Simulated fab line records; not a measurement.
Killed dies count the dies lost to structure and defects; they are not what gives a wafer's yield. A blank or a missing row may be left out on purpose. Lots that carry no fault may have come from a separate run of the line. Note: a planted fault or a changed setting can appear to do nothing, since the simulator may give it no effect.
Code-filled problem report in 8D (eight disciplines) form / flow n5 finfet / the parts of the form that need people (team, actions taken, sign-off) are left out

1. PROBLEM STATEMENT
Wafers without a fault read 13, standard deviation 4.8; killed_at_M4_up at N5_PASSIVATION_PROBE_49 reads a mean of 324 on 3 wafers belonging to 3 lots. Measured from the usual mean, that is +65 standard deviations.
First observed at day 16 17:00: wafer L518.6, on prober-02. Wafers with a number at this step in the record: 10, from 4 lots. The rule behind "out" and "out of limits": a value lying over 4 standard deviations away from the usual mean. Any other wafer with a number is counted as sound.

2. WHAT IT IS; WHAT IT IS NOT
question=which readings at this step | is=killed_at_M4_up, defect limited yield, killed dies, killed on rim, sort_bin_5_function, sort n pass, sort yield pct | is not=killed_at_M0_to_M3, killed at contacts, killed at front end, killed at other, killed open, killed short, sort_bin_4_leakage, sort_bin_6_memory, sort_bin_8_speed
question=which lots | is=L517, L518, L519 | is not=L516
question=which wafers of those lots | is=L517.1, L518.6, L519.6 | is not=L517.4, L518.4, L518.5, L519.2
question=read on which tools | is=prober-01, prober-02 | is not=-
question=when | is=from day 16 17:00 | is not=up to then (5 sound wafers); but 2 sound wafers of L517, L519 came after

3. THE SUSPECTS, EACH WITH WHAT RULES IT OUT
Counting: if a tool at a process step up to the reading ran every lot that is out, it stays a suspect. Sound lots after the first of them don't rule it out here, since some wafers of a struck lot are sound.
- rie diel-01 at N5_BEOL_M7_ETCH_66 (etches SOC in N2/H2, target depth 80 nm, overetch 16 nm, time 120 s): kept. Every lot that is out went through it, the first being L518 (day 12 15:49); the last sound lot it ran before that was L516 (day 12 13:06).
After counting, what remains is rie diel-01 at N5_BEOL_M7_ETCH_66.

4. THE CAUSE (what the simulator had put in)
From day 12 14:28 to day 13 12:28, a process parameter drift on rie diel-01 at N5_BEOL_M7_ETCH_66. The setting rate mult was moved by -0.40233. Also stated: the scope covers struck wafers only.
Counting left only this tool.

5. SEQUENCE OF EFFECTS, ordered by route
Each row: a reading where the mean over the struck wafers with a number is more than 3 standard deviations away from the usual. Scope: only readings with a usual standard deviation given in the record; hours: median across lots of the time from each lot's start at the first step in this table that gives one to its start at this step; sigmas: change in usual standard deviations.
hours=0; step=N5_PASSIVATION_PROBE_49; reading=defect limited yield; usual=91.6 %; on struck wafers=64.9; change=-26.7; sigmas=-19
hours=0; step=N5_PASSIVATION_PROBE_49; reading=killed_at_M4_up; usual=13; on struck wafers=324; change=+311; sigmas=+65
hours=0; step=N5_PASSIVATION_PROBE_49; reading=killed dies; usual=100; on struck wafers=414; change=+314; sigmas=+18
hours=0; step=N5_PASSIVATION_PROBE_49; reading=killed on rim; usual=13; on struck wafers=97; change=+84; sigmas=+20
hours=0; step=N5_PASSIVATION_PROBE_49; reading=sort_bin_5_function; usual=5.0 %; on struck wafers=31.4; change=+26.4; sigmas=+28
hours=0; step=N5_PASSIVATION_PROBE_49; reading=sort n pass; usual=1080; on struck wafers=766; change=-314; sigmas=-18
hours=0; step=N5_PASSIVATION_PROBE_49; reading=sort yield pct; usual=91.6 %; on struck wafers=64.9; change=-26.7; sigmas=-19
Its process steps:
- N5_PASSIVATION_PROBE_49

6. WHAT WOULD HAVE CAUGHT IT SOONER
In this record the first reading out of limits was taken at day 16 17:00, 99 hours after the fault began at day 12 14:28.
Tool readings at N5_BEOL_M7_ETCH_66 with a usual standard deviation given in the record: none out on any struck wafer, hence no alarm at a limit of 4 standard deviations on them.
All the lots that are out (3) had begun N5_BEOL_M7_ETCH_66 on rie diel-01 by day 16 17:00. Had the tool been put on hold then, not one of them would have been saved.
